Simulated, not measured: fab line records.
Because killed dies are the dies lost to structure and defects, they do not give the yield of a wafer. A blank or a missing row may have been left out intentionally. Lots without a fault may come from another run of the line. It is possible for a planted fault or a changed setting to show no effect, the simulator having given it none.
Comparing a struck lot with a sound one | flow nandHarc | 37 out of 1302 route steps
Sound: these wafers, L341.4, L341.5, L341.6. The struck wafers were L332.1, L332.3, L332.6. At the end, the cause is stated.
Order at every step that has rows: each side's tool, ch and its chambers, its first start. Under that, the readings that differ: sound wafers | struck wafers | difference of the means | sigmas: that difference in standard deviations of wafers without a fault.
alike: a reading whose means differ by less than 2 such deviations, as well as words and numbers matching on both sides. not compared: withheld readings; readings where some wafer has no value; bounds like >300 that might hide an equal value; numbers whose values overlap and for which the record gives no deviation.
A row with sigmas, a row that says differs or no value, or rows on one side alone: a step with any of these is where the two part. When numbers do not overlap yet have no deviation, they are printed without sigmas and do not part them. A reading missing from all wafers of one side parts the sides only when that side holds two or more wafers.

first, 10 steps without rows for these wafers: NHARC_A_CHANNEL_HOLE_D2_DEP_00 (deposits aC, target thk 3100 nm); NHARC_A_CHANNEL_HOLE_D2_DEP_01 (deposits SiON, target thk 140 nm); NHARC_A_CHANNEL_HOLE_D2_DEHYDRATE_02 (time 120 s); NHARC_A_CHANNEL_HOLE_D2_HMDS_03 (time 30 s); NHARC_A_CHANNEL_HOLE_D2_COAT_36 (time 75 s); NHARC_A_CHANNEL_HOLE_D2_COAT_37 (time 65 s); NHARC_A_CHANNEL_HOLE_D2_COAT_04 (resist thk 90 nm); NHARC_A_CHANNEL_HOLE_D2_SOFTBAKE_05 (time 55 s); NHARC_A_CHANNEL_HOLE_D2_EBR_06; NHARC_A_CHANNEL_HOLE_D2_EXPOSE_07 (exposes mask HOLE D2, target cd 100 nm).
NHARC_A_CHANNEL_HOLE_D2_PEB_08: peb time 65 s.
  sound on lithoTrack-01 ch 0, day 19 17:25; struck on lithoTrack-06 ch 0, day 16 22:14
then, 1 step without rows for these wafers: NHARC_A_CHANNEL_HOLE_D2_DEVELOP_09 (develop time 35 s).
NHARC_A_CHANNEL_HOLE_D2_CD_MEAS_10: the cd target is 100 nm.
  sound on cdSem-01 ch 0, day 19 17:29; struck on cdSem-02 ch 0, day 16 22:19
reading   | sound           | struck            | difference | sigmas
cdNm (nm) | 99.3 99.5 100.1 | 105.6 105.0 105.1 | +5.6       | +10
NHARC_A_CHANNEL_HOLE_D2_DESCUM_15: chemistry O2, time 3 s.
  sound on rieDiel-02 ch 2,3, day 19 17:40; struck on rieDiel-06 ch 0,3, day 17 04:14
reading                           | sound           | struck            | difference | sigmas
model.A_CHANNEL_HOLE_D2.cdNm (nm) | 99.92 100 100.2 | 105.2 104.8 105.2 | +5.0       | 
  alike: drypumpMotorCurrentA, oesProductAu, rfVppV, showerheadPlenumPTorr, throttleValvePct
  not compared: rfHoursCounterH
then, 16 steps without rows for these wafers: NHARC_A_CHANNEL_HOLE_D2_ETCH_38 (etches the open film in CF4, target depth 39 nm, time 65 s); NHARC_A_CHANNEL_HOLE_D2_ETCH_39 (etches the open film in N2/H2, target depth 260 nm, time 325 s); NHARC_A_CHANNEL_HOLE_D2_ETCH_34 (etches the open film in CF4/CHF3, target depth 154 nm, time 77 s); NHARC_A_CHANNEL_HOLE_D2_ETCH_16 (etches the open film in O2/COS, target depth 3100 nm, time 806 s); NHARC_A_CHANNEL_HOLE_D2_ETCH_19 (etches the open film in C4F8/O2/Ar, time 34.5 s); NHARC_A_CHANNEL_HOLE_D2_ETCH_20 (etches the open film in C4F8/O2/Ar, time 361.9 s, target depth 1600 nm); NHARC_A_CHANNEL_HOLE_D2_ETCH_21 (etches the open film in C4F8/O2/Ar, time 514.3 s, target depth 1600 nm); NHARC_A_CHANNEL_HOLE_D2_ETCH_22 (etches the open film in C4F8/O2/Ar, time 666.7 s, target depth 1600 nm); NHARC_A_CHANNEL_HOLE_D2_ETCH_23 (etches the open film in C4F8/O2/Ar, time 819 s, target depth 1600 nm); NHARC_A_CHANNEL_HOLE_D2_ETCH_24 (etches the open film in C4F8/O2/Ar, time 906.2 s, target depth 1500 nm); NHARC_A_CHANNEL_HOLE_D2_ETCH_25 (etches the open film in C4F8/O2/Ar, time 1040.2 s, target depth 1500 nm); NHARC_A_CHANNEL_HOLE_D2_ETCH_26 (etches the open film in C4F8/O2/Ar, time 224.1 s, target depth 300 nm); NHARC_A_CHANNEL_HOLE_D2_ETCH_27 (etches the open film in C4F8/O2/Ar, time 90 s, target depth 400 nm); NHARC_A_CHANNEL_HOLE_D2_STRIP_41 (strips in N2/H2); NHARC_A_CHANNEL_HOLE_D2_STRIP_42 (strips in CF4/CHF3); NHARC_A_CHANNEL_HOLE_D2_STRIP_43 (strips in O2/COS).
NHARC_A_CHANNEL_HOLE_D2_ETCH_44: etches the open film in CF4/O2, target depth 140 nm, overetch 14 nm, time 77 s.
  sound on rieDiel-12 ch 0,1,3, day 20 01:49; struck on rieDiel-06 ch 0,1,2, day 17 14:17
reading                           | sound             | struck            | difference | sigmas
showerheadPlenumPTorr (Torr)      | 1.32 1.41 1.38    | 1.26 1.26 1.25    | -0.11      | -2
model.A_CHANNEL_HOLE_D2.cdNm (nm) | 88.77 89.14 90.73 | 93.96 94.94 94.65 | +4.97      | 
  alike: drypumpMotorCurrentA, oesProductAu, rfVppV, throttleValvePct
  not compared: rfHoursCounterH
then, 3 steps without rows for these wafers: NHARC_A_CHANNEL_HOLE_D2_STRIP_28 (strips in O2); NHARC_A_CHANNEL_HOLE_D2_PRECLEAN_29 (cleans in SC1); NHARC_A_CHANNEL_HOLE_D2_SRD_30.
NHARC_A_CHANNEL_HOLE_D2_CD_MEAS_31:
  sound on cdSem-01, day 20 02:36; struck on cdSem-03, day 17 15:11
reading   | sound          | struck         | difference | sigmas
cdNm (nm) | 89.3 89.3 90.6 | 94.7 95.4 94.5 | +5.1       | +4
NHARC_A_CHANNEL_HOLE_D2_XSEM_32:
  sound on xsem-02 ch 0, day 20 02:42; struck on xsem-02 ch 0, day 17 15:17
reading           | sound           | struck         | difference | sigmas
botCdNm (nm)      | 73.2 74.0 75.2  | 78.9 80.3 79.3 | +5.4       | +4
tiltDeg (degrees) | -0.01 0.00 0.00 | 0.13 0.13 0.13 | +0.13      | +4
  alike: bowNm
-- the record jumps here: 11 days lie between the struck wafers' starts before and after (it left off in module A_CHANNEL_HOLE_D2 and takes up again in module END, whose first step shown is number 1302 of the route) --
NHARC_END_SORT_01:
  sound on prober-01 ch 0, day 31 10:46; struck on prober-02 ch 0, day 28 21:25
  alike: killedAtArray, killedAtOther, killedAtPeriphery, killedDies, killedOpen, killedShort

== WHERE THEY PART ==
Earliest at NHARC_A_CHANNEL_HOLE_D2_CD_MEAS_10; latest, in this record, at NHARC_A_CHANNEL_HOLE_D2_XSEM_32. Later steps at which nothing parts them and some readings are alike: NHARC_END_SORT_01.

WHY: what had been put in by the simulator
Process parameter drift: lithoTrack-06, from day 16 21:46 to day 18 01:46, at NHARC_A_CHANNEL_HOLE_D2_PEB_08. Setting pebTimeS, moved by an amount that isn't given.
